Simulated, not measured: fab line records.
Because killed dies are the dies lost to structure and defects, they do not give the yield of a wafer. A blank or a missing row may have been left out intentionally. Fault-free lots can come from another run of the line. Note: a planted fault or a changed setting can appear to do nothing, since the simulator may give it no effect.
The same fault as seen by 2 desks | flow n5Finfet | what lay behind the numbers comes last; until then each desk has only its own

DESK OF THE TOOL OWNER: pvdSputter-03
The tool's own readings at N5_BEOL_M13_SPUTTER_43 (material TaN, target thk 15 nm, time 24.19 s): means of the sampled wafers that have a number, for each lot that ran on this tool. A lot is out of limits, marked OUT, if its mean lies more than 4 standard deviations from the usual mean; the brackets give that distance.
Columns: A = cathodeDcPowerW at N5_BEOL_M13_SPUTTER_43, usual 15000 W; B = chamberPressurePa at N5_BEOL_M13_SPUTTER_43, usual 0.12002 Pa; C = throttleValvePct at N5_BEOL_M13_SPUTTER_43, usual 29.9 %
lot  | first seen here | A                       | B       | C
L561 | day 12 18:53    | 15004                   | 0.12030 | 29.0
L563 | day 13 08:50    | 15002                   | 0.11980 | 30.1
L570 | day 14 08:50    | 14042 (-99 or more) OUT | 0.11999 | 29.7
L580 | day 17 11:23    | 14999                   | 0.11999 | 28.9
This desk's finding: out of limits on L570; first on L570, day 14 08:50 (cathodeDcPowerW at N5_BEOL_M13_SPUTTER_43). L561, L563, L580: within limits.

THE METROLOGY DESK
Means of the sampled wafers that have a number, per lot and without regard to the tool the lot ran on: this is what the gauges read. A lot is out of limits, marked OUT, if its mean lies more than 4 standard deviations from the usual mean; the brackets give that distance.
Columns: A = M13_OVL at N5_BEOL_M13_OVL_MEAS_29, usual 2 nm
lot  | first seen here | A
L558 | day 11 06:49    | 10
L562 | day 12 06:08    | -5
L561 | day 12 14:17    | 0
L563 | day 13 07:26    | -6
L570 | day 14 04:23    | -1
L573 | day 14 23:49    | -0
L574 | day 15 02:58    | 1
L576 | day 16 03:45    | 0
L581 | day 16 23:21    | 7
L578 | day 17 07:34    | 9
L580 | day 17 08:30    | -1
This desk's finding: nothing out of limits on any of the 11 lots.

TAKEN TOGETHER
An alarm could have come from the tool owner's desk at day 14 08:50, on L570.
From the metrology desk's view, nothing was out of limits.
The metrology desk has L570 on record, within its limits.
Every lot named ran N5_BEOL_M13_SPUTTER_43 on pvdSputter-03.

WHAT THE SIMULATOR HAD INSERTED
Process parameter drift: pvdSputter-03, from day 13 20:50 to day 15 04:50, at N5_BEOL_M13_SPUTTER_43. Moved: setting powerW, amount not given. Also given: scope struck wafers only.
Shown lots that were struck: L570.
Each desk's first reading out of limits, in hours after the fault started: the tool owner's desk, 12.
